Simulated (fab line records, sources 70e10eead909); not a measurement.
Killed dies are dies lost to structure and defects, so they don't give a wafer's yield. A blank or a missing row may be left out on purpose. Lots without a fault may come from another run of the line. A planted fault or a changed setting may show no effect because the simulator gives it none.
A struck lot beside a sound one | flow nand_harc | 13 steps out of a route of 1159
Sound: wafers L322.1, L322.2, L322.6. Struck: wafers L328.2, L328.3. The cause comes at the end.
At each step with rows: each side's tool, then ch and its chambers, then its first start. Under that, the readings that differ: sound wafers | struck wafers | difference of the means | sigmas: that difference in standard deviations of wafers without a fault.
alike: readings whose means differ by less than 2 such deviations, and words and numbers that are the same on both sides. not compared: withheld readings, readings that some wafer has no value for, bounds like >300 that may hide the same value, and numbers for which the record gives no deviation and whose values overlap.
The two part at a step that has a row with sigmas, a row that says differs or no value, or rows on one side only. Numbers that don't overlap but have no deviation are shown without sigmas and don't part them. A reading that every wafer of one side lacks parts them only if that side has two wafers or more.

NHARC_A_SLIT_CD_MEAS_21:
  sound on cd_sem-03, day 15 12:16; struck on cd_sem-03, day 16 15:22
  alike: cd_nm
then, 3 steps without rows for these wafers: NHARC_A_SIN_REMOVE_WET_00 (chemistry H3PO4, time 15300 s); NHARC_A_SIN_REMOVE_PRECLEAN_01 (cleans in SC1); NHARC_A_SIN_REMOVE_SRD_02.
NHARC_A_SIN_REMOVE_INSPECT_04:
  sound on defect_inspect-01, day 15 20:10; struck on defect_inspect-02, day 16 22:59
  alike: raw_defect_count
NHARC_A_WL_FILL_ALD_00: deposits Al2O3, target thk 3 nm, pulse time 3 s, ald cycles 30.
  sound on ald_hk-04 ch 1,2,3, day 15 20:14; struck on ald_hk-03 ch 2,3, day 16 23:05
  alike: heater_power_w, precursor_pulse_height_rel
then, 1 step without rows for these wafers: NHARC_A_WL_FILL_RTA_01 (time 5 s).
NHARC_A_WL_FILL_ALD_02: deposits TiN, target thk 2 nm, pulse time 3 s, ald cycles 100.
  sound on ald_metal-01 ch 0,1, day 15 20:46; struck on ald_metal-01 ch 1,3, day 16 23:34
  alike: heater_power_w, precursor_pulse_height_rel
NHARC_A_WL_FILL_CVD_03: deposits W, target thk 40 nm, time 3302 s.
  sound on cvd_w-01 ch 0,1, day 15 23:16; struck on cvd_w-01 ch 0,1, day 17 05:23
  alike: chamber_pressure_Torr, heater_power_w, mfc_h2_sccm, mfc_wf6_sccm, throttle_valve_pct
NHARC_A_WL_FILL_ETCHBACK_04: etches the open film in NF3, target depth 60 nm, time 120 s.
  sound on rie_metal-03 ch 0,1, day 16 02:29; struck on rie_metal-03 ch 0,1, day 17 08:41
  alike: drypump_motor_current_A, oes_product_au
  not compared: rf_hours_counter_h
NHARC_A_WL_FILL_ETCHBACK_05: etches the open film in Cl2/BCl3, target depth 22 nm, time 60 s.
  sound on rie_metal-03 ch 0,1, day 16 02:43; struck on rie_metal-03 ch 0,1, day 17 08:55
  reading               | sound             | struck      | difference | sigmas
  oes_product_au (a.u.) | 1.029 1.004 0.996 | 1.247 1.293 | +0.260     | +20
  alike: drypump_motor_current_A
  not compared: rf_hours_counter_h
NHARC_A_WL_FILL_STRIP_27: strips in N2/H2, time 20 s.
  sound on plasma_asher-01 ch 0,1, day 16 03:25; struck on plasma_asher-02 ch 0,1, day 17 09:04
  alike: drypump_motor_current_A, heater_power_w
  not compared: rf_hours_counter_h
then, 1 step without rows for these wafers: NHARC_END_SORT_01.

WHERE THEY PART
Only at NHARC_A_WL_FILL_ETCHBACK_05, within this record. Later steps at which nothing parts them and some readings are alike: NHARC_A_WL_FILL_STRIP_27.

WHY: what the simulator had put in
Process parameter drift: rie_metal-03, from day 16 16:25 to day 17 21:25, at NHARC_A_WL_FILL_ETCHBACK_05. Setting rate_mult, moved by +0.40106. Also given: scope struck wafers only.
